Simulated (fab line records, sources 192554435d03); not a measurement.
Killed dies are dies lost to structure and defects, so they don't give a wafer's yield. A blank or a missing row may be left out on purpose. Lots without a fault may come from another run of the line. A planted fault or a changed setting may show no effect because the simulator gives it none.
fab line records | flow n5_finfet
record lots=13 wafers=38 last_day=18
route steps=1938 shown BEOL_M10@1525 BEOL_M11@1540 PASSIVATION@1936
lots that met no fault: from a run of the same line without faults
start_h: hours from the record's first day to the start of the lot's first wafer shown | wait_h: hours since the lot's step before | " the same as in the row above | L1.1+2: a row that stands for several wafers | - no value, or no start given | * or withheld: withheld | < > ~ a bound
route shown NAME@n: a module of which the file shows steps, and the number in the route of the first | usual: mean/standard deviation of fault-free wafers | same: alike in all rows | chamber/n: place in a boat | sites: the reading at each site | _std_site: their standard deviation | _edge_site: outer sites' mean less inner sites' | radius_mm: how far each site lies from the wafer's centre | mask NAME#n: copy n | behind: the tool/chamber that last shaped the wafer | hold: why the lot was held/for how many hours/how that ended | device: the transistor (n, p or np) that didn't switch | end of line: the same wafers' tests at the end of the route | a step without rows: its recipe alone | killed: dies lost to structure and defects at the first sort, not the wafer's yield | map: a wafer's dies, x killed, . not, _ none there
set.NAME: the setting as run; set.NAME@STEP: as run at that earlier step | model.NAME: the simulator's own value behind a step, which no gauge read
steps of the route over a sample of lots; a table a step, a row a wafer
services: from which hour (start_h, from the record's first day; less than 0 if before it) a tool's chamber was out of use, for how many hours, and why
## steps
# step N5_BEOL_M10_SURFACE_TREAT_76
# recipe gas=Ar time_s=* ion_energy_ev=* ion_current_ma_cm2=0.5 pressure_mtorr=* ar_flow_sccm=30
# usual throttle_valve_pct=*
# columns lot.wafer tool chamber start_h wait_h throttle_valve_pct
L243.1 pvd_sputter-03 - 219.30 0.2 *
L243.5 " - " " *
L244.4 pvd_sputter-03 - 227.49 0.6 *
L244.5 " - " " *
L244.6 " - " " *
L248.1 pvd_sputter-03 - 241.73 0.2 *
L248.3 " - " " *
L248.6 " - " " *
L249.3 pvd_sputter-02 - 261.10 0.3 *
L249.4 " - " " *
L249.5 " - " " *
L251.3 pvd_sputter-02 - 271.05 0.2 *
L251.4 " - " " *
L251.5 " - " " *
L253.2 pvd_sputter-01 - 283.90 0.2 *
L253.3 " - " " *
L253.6 " - " " *
L252.2 pvd_sputter-01 - 284.32 0.2 *
L252.5 " - " " *
L252.6 " - " " *
L255.1 pvd_sputter-01 - 287.40 0.2 *
L255.3 " - " " *
L255.5 " - " " *
L254.2 pvd_sputter-03 - 293.44 0.4 *
L254.5 " - " " *
L254.6 " - " " *
L259.2 pvd_sputter-01 - 317.76 0.2 *
L259.3 " - " " *
L259.5 " - " " *
L262.3 pvd_sputter-02 - 342.24 0.3 *
L262.4 " - " " *
L262.6 " - " " *
L263.1 pvd_sputter-02 - 345.00 0.4 *
L263.5 " - " " *
L263.6 " - " " *
L266.3 pvd_sputter-03 - 373.72 0.2 *
L266.5 " - " " *
L266.6 " - " " *
# step N5_BEOL_M11_HM_DEP_02
# recipe material=TiN target_thk_a=200 temp_c=25 chamber_pressure_pa=0.49996
# usual throttle_valve_pct=30.1/1.2
# columns lot.wafer tool chamber start_h wait_h throttle_valve_pct
L243.1 pvd_sputter-03 - 222.14 0.8 30.1
L243.5 " - " " 30.9
L244.4 pvd_sputter-02 - 231.47 1.2 29.6
L244.5 " - " " 27.3
L244.6 " - " " 29.6
L248.1 pvd_sputter-02 - 245.64 2.1 27.6
L248.3 " - " " 31.3
L248.6 " - " " 31.0
L249.3 pvd_sputter-01 - 264.86 1.7 31.5
L249.4 " - " " 31.1
L249.5 " - " " 28.6
L251.3 pvd_sputter-03 - 276.47 3.5 30.7
L251.4 " - " " 30.9
L251.5 " - " " 30.9
L253.2 pvd_sputter-01 - 286.34 0.3 31.1
L253.3 " - " " 31.4
L253.6 " - " " 31.5
L252.2 pvd_sputter-01 - 287.16 0.9 28.5
L252.5 " - " " 28.4
L252.6 " - " " 31.7
L255.1 pvd_sputter-01 - 290.08 0.0 28.6
L255.3 " - " " 30.2
L255.5 " - " " 28.6
L254.2 pvd_sputter-02 - 300.43 3.5 27.8
L254.5 " - " " 31.5
L254.6 " - " " 31.1
L259.2 pvd_sputter-03 - 322.32 2.5 30.4
L259.3 " - " " 30.0
L259.5 " - " " 29.8
L262.3 pvd_sputter-02 - 344.90 0.5 29.7
L262.4 " - " " 27.8
L262.6 " - " " 31.1
L263.1 pvd_sputter-01 - 348.75 1.1 31.6
L263.5 " - " " 28.7
L263.6 " - " " 31.7
L266.3 pvd_sputter-02 - 378.83 2.6 31.3
L266.5 " - " " 31.1
L266.6 " - " " 31.3
# step N5_BEOL_M11_COAT_59
# recipe resist=SOC temp_c=250 time_s=60 spin_rpm=1500 resist_thk_nm=100
# usual resist_line_temp_C=22.98/0.12 spin_speed_rpm=1500.1/0.98
# columns lot.wafer tool chamber start_h wait_h resist_line_temp_C spin_speed_rpm
L243.1 litho_track-02 0 222.27 0.1 23.17 1498.8
L243.5 " 0 " " 23.05 1500.4
L244.4 litho_track-04 0 231.60 0.1 23.03 1498.4
L244.5 " 0 " " 23.02 1499.5
L244.6 " 0 " " 22.91 1497.6
L248.1 litho_track-04 0 245.77 0.1 22.87 1501.1
L248.3 " 0 " " 22.87 1500.0
L248.6 " 0 " " 22.83 1500.5
L249.3 litho_track-01 0 265.00 0.1 23.15 1500.7
L249.4 " 0 " " 23.05 1500.7
L249.5 " 0 " " 23.06 1499.9
L251.3 litho_track-01 0 276.60 0.1 23.07 1498.8
L251.4 " 0 " " 22.87 1501.5
L251.5 " 0 " " 22.84 1499.4
L253.2 litho_track-04 0 286.47 0.1 22.94 1501.4
L253.3 " 0 " " 23.09 1500.9
L253.6 " 0 " " 23.03 1501.6
L252.2 litho_track-01 0 287.29 0.1 22.85 1500.9
L252.5 " 0 " " 22.77 1500.4
L252.6 " 0 " " 22.70 1502.3
L255.1 litho_track-01 0 290.20 0.1 22.92 1499.8
L255.3 " 0 " " 22.76 1499.9
L255.5 " 0 " " 22.94 1499.0
L254.2 litho_track-02 0 300.56 0.1 23.02 1499.6
L254.5 " 0 " " 23.08 1499.7
L254.6 " 0 " " 22.99 1500.6
L259.2 litho_track-02 0 322.45 0.1 22.86 1499.5
L259.3 " 0 " " 22.76 1500.3
L259.5 " 0 " " 22.91 1500.1
L262.3 litho_track-04 0 345.03 0.1 23.02 1379.2
L262.4 " 0 " " 23.07 1382.5
L262.6 " 0 " " 23.09 1379.3
L263.1 litho_track-04 0 348.88 0.1 22.92 1380.1
L263.5 " 0 " " 23.09 1380.8
L263.6 " 0 " " 23.06 1380.4
L266.3 litho_track-02 0 378.95 0.1 22.97 1499.8
L266.5 " 0 " " 22.94 1500.8
L266.6 " 0 " " 22.92 1499.7
# step N5_BEOL_M11_CD_MEAS_11
# recipe target_cd_nm=64.1 landing_energy_ev=500 detector=se_inlens polarity=opening
# usual cd_nm=64.1/0.52
# columns lot.wafer tool chamber start_h wait_h cd_nm
L243.1 cd_sem-03 0 222.64 - 63.6
L243.5 " 0 " " 64.2
L244.4 cd_sem-03 0 231.84 - 64.1
L244.5 " 0 " " 64.7
L244.6 " 0 " " 65.2
L248.1 cd_sem-01 0 246.14 - 63.6
L248.3 " 0 " " 64.3
L248.6 " 0 " " 64.2
L249.3 cd_sem-01 0 265.37 - 64.0
L249.4 " 0 " " 63.9
L249.5 " 0 " " 64.4
L251.3 cd_sem-02 0 276.97 - 64.1
L251.4 " 0 " " 65.0
L251.5 " 0 " " 63.8
L253.2 cd_sem-02 0 286.84 - 64.7
L253.3 " 0 " " 64.6
L253.6 " 0 " " 64.9
L252.2 cd_sem-03 0 287.53 - 63.6
L252.5 " 0 " " 64.5
L252.6 " 0 " " 64.1
L255.1 cd_sem-01 0 290.57 - 63.5
L255.3 " 0 " " 64.3
L255.5 " 0 " " 63.6
L254.2 cd_sem-01 0 300.81 - 64.1
L254.5 " 0 " " 63.7
L254.6 " 0 " " 64.3
L259.2 cd_sem-02 0 322.69 - 63.5
L259.3 " 0 " " 64.0
L259.5 " 0 " " 63.7
L262.3 cd_sem-03 0 345.40 - 64.0
L262.4 " 0 " " 63.9
L262.6 " 0 " " 64.4
L263.1 cd_sem-01 0 349.24 - 64.1
L263.5 " 0 " " 64.0
L263.6 " 0 " " 64.1
L266.3 cd_sem-02 0 379.33 - 63.5
L266.5 " 0 " " 63.6
L266.6 " 0 " " 64.3
# step N5_PASSIVATION_PROBE_49
# usual defect_limited_yield=90.9/1.5 killed_at_M0_to_M3=36/10 killed_at_M4_up=13/5.5 killed_at_contacts=12/5.6 killed_at_front_end=42/12 killed_at_other=4/3.2 killed_dies=108/18 killed_open=71/13 killed_short=34/7.8 sort_bin_5_function=5.4/1 sort_bin_6_memory=3.4/0.68 sort_bin_8_speed=0.00/0.0071 sort_n_pass=1072/18 sort_yield_pct=90.9/1.5
# same gross_dies=1180 killed_at_back_side=0 sort_bin_4_leakage[%]=0
# columns lot.wafer tool chamber start_h wait_h defect_limited_yield[%] killed_at_M0_to_M3 killed_at_M4_up killed_at_contacts killed_at_front_end killed_at_other killed_dies killed_open killed_short sort_bin_5_function[%] sort_bin_6_memory[%] sort_bin_8_speed[%] sort_n_pass sort_yield_pct[%]
L243.1 prober-02 - 271.95 0.0 90.2 32 16 18 46 4 116 65 48 6.0 3.5 0 1064 90.2
L243.5 prober-02 - 272.15 0.2 90.6 39 15 16 33 8 111 72 37 5.0 4.0 0 1069 90.6
L244.4 prober-02 - 276.08 0.2 90.3 34 10 3 63 4 114 84 27 6.3 3.1 0 1066 90.3
L244.5 prober-02 - 276.13 0.2 88.9 44 11 11 65 0 131 92 35 6.4 4.0 0 1049 88.9
L244.6 prober-02 - 276.18 0.3 91.3 44 9 2 47 1 103 71 32 5.3 3.2 0 1077 91.3
L248.1 prober-01 - 289.78 0.0 91.9 30 16 18 28 3 95 69 25 4.7 3.2 0 1085 91.9
L248.3 prober-01 - 289.88 0.1 89.5 56 1 5 58 4 124 77 39 6.4 3.0 0 1056 89.5
L248.6 prober-01 - 290.03 0.3 91.3 44 6 4 42 7 103 70 26 5.3 2.5 0 1077 91.3
L249.3 prober-01 - 315.97 0.1 92.8 27 14 8 34 2 85 60 25 5.2 2.0 0.08 1094 92.7
L249.4 prober-01 - 316.02 0.2 91.9 28 19 6 39 3 95 69 23 5.2 2.5 0 1085 91.9
L249.5 prober-01 - 316.07 0.2 91.9 25 16 8 44 3 96 65 29 4.9 3.0 0 1084 91.9
L251.3 prober-01 - 320.25 0.1 93.1 22 17 5 35 2 81 52 28 3.9 2.7 0 1099 93.1
L251.4 prober-01 - 320.30 0.2 95.3 27 5 2 19 2 55 30 23 2.7 1.7 0 1125 95.3
L251.5 prober-01 - 320.35 0.2 91.9 25 8 10 53 0 96 53 38 5.0 2.6 0 1084 91.9
L255.1 prober-02 - 336.83 0.0 90.1 48 22 5 36 6 117 70 45 6.2 3.3 0 1063 90.1
L255.3 prober-02 - 336.93 0.1 90.9 43 11 3 46 4 107 58 49 5.7 3.0 0 1073 90.9
L255.5 prober-02 - 337.03 0.2 92.4 25 9 14 40 2 90 62 27 4.2 3.3 0 1090 92.4
L252.2 prober-01 - 339.71 0.1 90.8 46 14 21 24 3 108 74 32 5.8 3.1 0 1072 90.8
L252.5 prober-01 - 339.86 0.2 88.9 35 10 30 54 2 131 89 40 6.4 4.3 0 1049 88.9
L252.6 prober-01 - 339.91 0.3 89.7 58 17 15 30 1 121 84 36 5.7 4.1 0 1059 89.7
L253.2 prober-02 - 340.54 0.1 92.0 41 16 8 19 10 94 65 29 4.7 3.0 0 1086 92.0
L253.3 prober-02 - 340.59 0.1 91.0 42 11 10 39 4 106 82 24 6.1 2.7 0 1074 91.0
L253.6 prober-02 - 340.74 0.3 92.4 39 12 8 29 2 90 61 28 4.8 2.5 0 1090 92.4
L254.2 prober-01 - 347.96 0.1 91.9 28 17 12 30 8 95 60 35 4.9 3.0 0 1085 91.9
L254.5 prober-01 - 348.11 0.2 91.4 29 14 20 32 6 101 70 26 5.3 2.9 0 1079 91.4
L254.6 prober-01 - 348.16 0.3 92.0 33 8 16 37 0 94 63 31 5.2 2.5 0 1086 92.0
L259.2 prober-01 - 373.46 0.1 89.2 45 14 19 47 2 127 75 48 5.7 4.6 0 1053 89.2
L259.3 prober-01 - 373.51 0.1 93.1 41 7 14 19 0 81 52 26 3.9 2.6 0 1099 93.1
L259.5 prober-01 - 373.61 0.2 91.6 48 9 6 29 7 99 55 41 5.1 2.9 0 1081 91.6
L263.1 prober-02 - 398.95 0.0 90.3 37 19 12 47 0 115 73 41 5.9 3.6 0 1065 90.3
L263.5 prober-02 - 399.15 0.2 89.9 40 8 10 59 2 119 73 46 6.1 3.5 0 1061 89.9
L263.6 prober-02 - 399.20 0.3 89.6 41 9 20 47 6 123 83 39 6.0 4.1 0 1057 89.6
L262.3 prober-01 - 399.21 0.1 90.4 40 8 5 47 13 113 73 38 5.8 3.3 0 1067 90.4
L262.4 prober-01 - 399.26 0.2 92.6 38 11 7 24 7 87 56 27 4.3 2.9 0 1093 92.6
L262.6 prober-01 - 399.36 0.3 91.0 34 10 10 46 6 106 71 32 4.3 4.3 0 1074 91.0
L266.3 prober-01 - 440.56 0.1 89.2 33 17 14 55 8 127 84 41 5.8 4.7 0 1053 89.2
L266.5 prober-01 - 440.66 0.2 91.3 34 7 18 35 9 103 61 42 5.0 3.3 0 1077 91.3
L266.6 prober-01 - 440.71 0.3 92.0 15 14 17 45 3 94 61 32 4.8 2.6 0 1086 92.0
# killed by level:class
L243.1 BEOL_M0_SAQP:geometric_particle:short=15 STI_FIN_REVEAL:geometric_particle:open=14 MOL_CONTACT_COAG:geometric_particle:open=12 BEOL_M4:geometric_particle:open=10 FIN_SAQP:geometric_particle:short=6 MOL_CONTACT_COAG:geometric_particle:short=5 STI_FIN_REVEAL:geometric_particle:short=4 BEOL_M1:geometric_particle:open=4
L243.5 MOL_CONTACT_COAG:geometric_particle:open=14 BEOL_M0_SAQP:geometric_particle:short=9 STI_FIN_REVEAL:geometric_particle:open=7 BEOL_M3:geometric_particle:short=7 BEOL_M0_SAQP:geometric_particle:open=6 BEOL_M4:geometric_particle:open=6 BEOL_M2:geometric_particle:open=5 GATE_CUT:geometric_particle:open=4
L244.4 STI_FIN_REVEAL:geometric_particle:open=26 FIN_SAQP:geometric_particle:short=10 FIN_SAQP:geometric_particle:open=9 BEOL_M3:geometric_particle:open=9 BEOL_M4:geometric_particle:open=7 BEOL_M2:geometric_particle:open=7 BEOL_M0_SAQP:geometric_particle:open=5 GATE_CUT:geometric_particle:short=4
L244.5 STI_FIN_REVEAL:geometric_particle:open=31 BEOL_M0_SAQP:geometric_particle:short=12 BEOL_M0_SAQP:geometric_particle:open=11 MOL_CONTACT_COAG:geometric_particle:open=10 BEOL_M3:geometric_particle:open=9 FIN_SAQP:geometric_particle:open=8 FIN_SAQP:geometric_particle:short=7 STI_FIN_REVEAL:geometric_particle:short=6
L244.6 STI_FIN_REVEAL:geometric_particle:open=19 BEOL_M1:geometric_particle:open=13 BEOL_M0_SAQP:geometric_particle:open=8 FIN_SAQP:geometric_particle:open=6 STI_FIN_REVEAL:geometric_particle:short=6 BEOL_M0_SAQP:geometric_particle:short=6 BEOL_M2:geometric_particle:open=5 FIN_SAQP:geometric_particle:short=4
L248.1 MOL_CONTACT_COAG:geometric_particle:open=17 BEOL_M2:geometric_particle:open=7 FIN_SAQP:geometric_particle:open=6 BEOL_M0_SAQP:geometric_particle:short=6 BEOL_M0_SAQP:geometric_particle:open=6 BEOL_M1:geometric_particle:open=6 DUMMY_GATE:geometric_particle:open=4 STARTING-WAFER:geometric_particle:open=4
L248.3 FIN_SAQP:geometric_particle:open=19 BEOL_M2:geometric_particle:open=18 FIN_SAQP:geometric_particle:short=9 BEOL_M0_SAQP:geometric_particle:short=9 BEOL_M0_SAQP:geometric_particle:open=8 BEOL_M1:geometric_particle:open=8 HKMG_FIN:area_etch=8 STI_FIN_REVEAL:geometric_particle:open=4
L248.6 BEOL_M2:geometric_particle:open=13 FIN_SAQP:geometric_particle:open=9 STI_FIN_REVEAL:geometric_particle:open=9 BEOL_M0:geometric_particle:open=9 HKMG_FIN:area_etch=7 BEOL_M0_SAQP:geometric_particle:open=6 BEOL_M0_SAQP:geometric_particle:short=5 BEOL_M5:geometric_particle:open=4
L249.3 BEOL_M0_SAQP:geometric_particle:open=9 DUMMY_GATE:geometric_particle:open=8 BEOL_M0_SAQP:geometric_particle:short=7 FIN_SAQP:geometric_particle:open=6 MOL_CONTACT_COAG:geometric_particle:open=6 BEOL_M3:geometric_particle:open=5 BEOL_M2:geometric_particle:open=4 BEOL_M4:geometric_particle:open=4
L249.4 BEOL_M4:geometric_particle:open=9 FIN_SAQP:geometric_particle:open=8 BEOL_M0_SAQP:geometric_particle:open=6 FIN_SAQP:geometric_particle:short=5 DUMMY_GATE:geometric_particle:open=5 GATE_CUT:geometric_particle:open=5 BEOL_M1:geometric_particle:open=5 MOL_CONTACT_COAG:geometric_particle:open=4
L249.5 FIN_SAQP:geometric_particle:open=14 FIN_SAQP:geometric_particle:short=10 BEOL_M1:geometric_particle:open=9 MOL_CONTACT_COAG:geometric_particle:open=8 BEOL_M3:geometric_particle:open=8 DUMMY_GATE:geometric_particle:open=7 BEOL_M4:geometric_particle:open=6 STARTING-WAFER:geometric_particle:open=4
L251.3 FIN_SAQP:geometric_particle:open=10 BEOL_M0_SAQP:geometric_particle:short=8 BEOL_M4:geometric_particle:open=6 FIN_SAQP:geometric_particle:short=4 DUMMY_GATE:geometric_particle:open=4 BEOL_M5:geometric_particle:open=4 ILD0:geometric_particle:short=3 MOL_CONTACT_COAG:geometric_particle:open=3
L251.4 BEOL_M0_SAQP:geometric_particle:short=8 BEOL_M0_SAQP:geometric_particle:open=5 DUMMY_GATE:geometric_particle:open=4 FIN_SAQP:geometric_particle:open=3 BEOL_M1:geometric_particle:open=3 BEOL_M3:geometric_particle:open=3 FIN_CUT:geometric_particle:short=2 MOL_CONTACT_COAG:geometric_particle:open=2
L251.5 FIN_SAQP:geometric_particle:open=17 FIN_SAQP:geometric_particle:short=12 BEOL_M2:geometric_particle:open=9 MOL_CONTACT_COAG:geometric_particle:open=5 MOL_CONTACT_COAG:geometric_particle:short=5 GATE_CUT:geometric_particle:short=4 BEOL_M0_SAQP:geometric_particle:short=4 BEOL_M3:geometric_particle:open=4
L255.1 FIN_SAQP:geometric_particle:open=10 BEOL_M0_SAQP:geometric_particle:short=10 BEOL_M2:geometric_particle:open=10 FIN_SAQP:geometric_particle:short=7 BEOL_M0:geometric_particle:short=7 BEOL_M3:geometric_particle:open=7 BEOL_M4:geometric_particle:open=7 DUMMY_GATE:geometric_particle:open=5
L255.3 STI_FIN_REVEAL:geometric_particle:open=16 BEOL_M0_SAQP:geometric_particle:short=11 STARTING-WAFER:geometric_particle:short=9 FIN_SAQP:geometric_particle:short=8 BEOL_M2:geometric_particle:open=8 BEOL_M0_SAQP:geometric_particle:open=8 BEOL_M0:geometric_particle:short=4 DUMMY_GATE:geometric_particle:open=3
L255.5 MOL_CONTACT_COAG:geometric_particle:open=13 BEOL_M2:geometric_particle:open=8 STI_FIN_REVEAL:geometric_particle:open=8 GATE_CUT:geometric_particle:short=8 FIN_SAQP:geometric_particle:open=7 BEOL_M0_SAQP:geometric_particle:short=7 DUMMY_GATE:geometric_particle:open=6 FIN_SAQP:geometric_particle:short=5
L252.2 MOL_CONTACT_COAG:geometric_particle:open=17 BEOL_M3:geometric_particle:open=12 BEOL_M2:geometric_particle:open=10 BEOL_M1:geometric_particle:open=7 STI_FIN_REVEAL:geometric_particle:open=6 BEOL_M3:geometric_particle:short=5 STARTING-WAFER:geometric_particle:short=4 MOL_CONTACT_COAG:geometric_particle:short=4
L252.5 MOL_CONTACT_COAG:geometric_particle:open=26 STI_FIN_REVEAL:geometric_particle:open=17 FIN_SAQP:geometric_particle:short=11 BEOL_M2:geometric_particle:open=8 BEOL_M3:geometric_particle:open=8 FIN_SAQP:geometric_particle:open=7 STI_FIN_REVEAL:geometric_particle:short=4 MOL_CONTACT_COAG:geometric_particle:short=4
L252.6 BEOL_M3:geometric_particle:open=16 MOL_CONTACT_COAG:geometric_particle:open=14 BEOL_M1:geometric_particle:open=12 BEOL_M0_SAQP:geometric_particle:short=9 BEOL_M0_SAQP:geometric_particle:open=8 BEOL_M2:geometric_particle:open=7 BEOL_M4:geometric_particle:open=7 FIN_SAQP:geometric_particle:short=6
L253.2 BEOL_M2:geometric_particle:open=9 BEOL_M1:geometric_particle:open=9 BEOL_M3:geometric_particle:open=8 MOL_CONTACT_COAG:geometric_particle:open=7 BEOL_M4:geometric_particle:open=7 BEOL_M1:geometric_particle:short=5 FIN_SAQP:geometric_particle:open=4 BEOL_M2:geometric_particle:short=4
L253.3 BEOL_M2:geometric_particle:open=24 STI_FIN_REVEAL:geometric_particle:open=12 MOL_CONTACT_COAG:geometric_particle:open=8 GATE_CUT:geometric_particle:short=6 BEOL_M0_SAQP:geometric_particle:open=6 BEOL_M4:geometric_particle:open=5 BEOL_M1:geometric_particle:open=4 STARTING-WAFER:geometric_particle:open=4
L253.6 BEOL_M1:geometric_particle:open=10 BEOL_M2:geometric_particle:open=10 FIN_SAQP:geometric_particle:open=6 MOL_CONTACT_COAG:geometric_particle:open=6 BEOL_M0_SAQP:geometric_particle:short=5 BEOL_M3:geometric_particle:open=5 BEOL_M8:geometric_particle:open=5 STARTING-WAFER:geometric_particle:short=5
L254.2 BEOL_M4:geometric_particle:open=13 BEOL_M0_SAQP:geometric_particle:short=11 MOL_CONTACT_COAG:geometric_particle:open=10 STI_FIN_REVEAL:geometric_particle:open=8 DUMMY_GATE:geometric_particle:open=7 BEOL_M0_SAQP:geometric_particle:open=6 FIN_SAQP:geometric_particle:short=5 BEOL_M1:geometric_particle:open=4
L254.5 MOL_CONTACT_COAG:geometric_particle:open=13 STI_FIN_REVEAL:geometric_particle:open=10 BEOL_M1:geometric_particle:open=10 DUMMY_GATE:geometric_particle:open=7 MOL_CONTACT_COAG:geometric_particle:short=7 BEOL_M3:geometric_particle:open=5 BEOL_M0_SAQP:geometric_particle:open=4 BEOL_M0_SAQP:geometric_particle:short=4
L254.6 MOL_CONTACT_COAG:geometric_particle:open=15 BEOL_M0_SAQP:geometric_particle:short=9 STI_FIN_REVEAL:geometric_particle:open=8 BEOL_M0_SAQP:geometric_particle:open=8 DUMMY_GATE:geometric_particle:short=6 BEOL_M1:geometric_particle:open=6 DUMMY_GATE:geometric_particle:open=5 BEOL_M3:geometric_particle:open=5
L259.2 FIN_SAQP:geometric_particle:open=15 BEOL_M0_SAQP:geometric_particle:open=15 BEOL_M0_SAQP:geometric_particle:short=12 MOL_CONTACT_COAG:geometric_particle:open=12 MOL_CONTACT_COAG:geometric_particle:short=7 BEOL_M3:geometric_particle:short=7 BEOL_M4:geometric_particle:open=7 STI_FIN_REVEAL:geometric_particle:open=6
L259.3 BEOL_M0_SAQP:geometric_particle:short=14 BEOL_M2:geometric_particle:open=12 MOL_CONTACT_COAG:geometric_particle:open=10 BEOL_M0_SAQP:geometric_particle:open=10 MOL_CONTACT_COAG:geometric_particle:short=4 STARTING-WAFER:geometric_particle:open=4 BEOL_M4:geometric_particle:open=4 GATE_CUT:geometric_particle:short=3
L259.5 BEOL_M0_SAQP:geometric_particle:open=16 BEOL_M0_SAQP:geometric_particle:short=8 FIN_SAQP:geometric_particle:open=5 DUMMY_GATE:geometric_particle:open=5 BEOL_M1:geometric_particle:open=5 BEOL_M3:geometric_particle:open=5 MOL_CONTACT_COAG:geometric_particle:open=4 BEOL_M0:geometric_particle:short=4
L263.1 STI_FIN_REVEAL:geometric_particle:open=14 BEOL_M0_SAQP:geometric_particle:short=13 MOL_CONTACT_COAG:geometric_particle:open=11 BEOL_M4:geometric_particle:open=9 FIN_SAQP:geometric_particle:open=7 BEOL_M0_SAQP:geometric_particle:open=7 FIN_SAQP:geometric_particle:short=6 GATE_CUT:geometric_particle:short=5
L263.5 FIN_SAQP:geometric_particle:short=17 FIN_SAQP:geometric_particle:open=13 BEOL_M0_SAQP:geometric_particle:short=11 BEOL_M0_SAQP:geometric_particle:open=10 MOL_CONTACT_COAG:geometric_particle:open=8 STI_FIN_REVEAL:geometric_particle:open=7 BEOL_M2:geometric_particle:open=7 BEOL_M1:geometric_particle:open=5
L263.6 MOL_CONTACT_COAG:geometric_particle:open=15 BEOL_M0_SAQP:geometric_particle:short=13 BEOL_M0_SAQP:geometric_particle:open=11 STI_FIN_REVEAL:geometric_particle:open=10 BEOL_M2:geometric_particle:open=10 FIN_SAQP:geometric_particle:open=9 FIN_SAQP:geometric_particle:short=6 BEOL_M3:geometric_particle:open=6
L262.3 FIN_SAQP:geometric_particle:short=14 FIN_SAQP:geometric_particle:open=11 BEOL_M0_SAQP:geometric_particle:short=11 BEOL_M2:geometric_particle:open=9 STI_FIN_REVEAL:geometric_particle:open=8 BEOL_M0_SAQP:geometric_particle:open=8 MIM_TOP_ETCH:geometric_particle:open=7 MOL_CONTACT_COAG:geometric_particle:open=5
L262.4 BEOL_M1:geometric_particle:open=11 BEOL_M0_SAQP:geometric_particle:short=9 MOL_CONTACT_COAG:geometric_particle:open=7 BEOL_M0_SAQP:geometric_particle:open=6 BEOL_M2:geometric_particle:open=6 STI_FIN_REVEAL:geometric_particle:open=5 BEOL_M5:geometric_particle:open=5 FIN_SAQP:geometric_particle:short=4
L262.6 STI_FIN_REVEAL:geometric_particle:open=11 MOL_CONTACT_COAG:geometric_particle:open=7 BEOL_M0_SAQP:geometric_particle:short=6 SPACER0:geometric_particle:open=6 BEOL_M3:geometric_particle:open=6 FIN_SAQP:geometric_particle:open=5 BEOL_M0_SAQP:geometric_particle:open=5 BEOL_M1:geometric_particle:open=5
L266.3 FIN_SAQP:geometric_particle:open=13 FIN_SAQP:geometric_particle:short=10 BEOL_M3:geometric_particle:open=10 BEOL_M0_SAQP:geometric_particle:open=10 STI_FIN_REVEAL:geometric_particle:open=9 MOL_CONTACT_COAG:geometric_particle:open=9 BEOL_M4:geometric_particle:open=7 MOL_CONTACT_COAG:geometric_particle:short=5
L266.5 MOL_CONTACT_COAG:geometric_particle:open=13 BEOL_M0_SAQP:geometric_particle:short=13 BEOL_M0_SAQP:geometric_particle:open=8 FIN_SAQP:geometric_particle:short=7 STI_FIN_REVEAL:geometric_particle:open=7 FIN_SAQP:geometric_particle:open=6 BEOL_M4:geometric_particle:open=5 MOL_CONTACT_COAG:geometric_particle:short=5
L266.6 STI_FIN_REVEAL:geometric_particle:open=14 MOL_CONTACT_COAG:geometric_particle:open=14 BEOL_M4:geometric_particle:open=6 FIN_SAQP:geometric_particle:short=5 FIN_SAQP:geometric_particle:open=5 BEOL_M1:geometric_particle:short=5 DUMMY_GATE:geometric_particle:open=4 ILD0:geometric_particle:open=4
## services
# columns tool chamber start_h hours kind
pvd_sputter-02 - 279.52 3.8 repair
pvd_sputter-01 - 320.04 19.6 repair
pvd_sputter-01 - 354.53 5.4 repair
## key
first_sign step=N5_BEOL_M11_COAT_59 reading=spin_speed_rpm direction=down sigmas=99+ usual=* struck=*
effect none on later readings
met_at N5_BEOL_M11_COAT_59
struck_lots L262,L263
not_acting_at N5_BEOL_M10_SURFACE_TREAT_76,N5_BEOL_M11_HM_DEP_02,N5_BEOL_M11_CD_MEAS_11
onset_between 286.47 345.03
fault kind=process_parameter_drift tool=litho_track-04 chamber=- onset_h=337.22 steps=N5_BEOL_M11_COAT_59 channel=spin_rpm offset=* shape=step end_h=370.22 acts_in=* stated=*
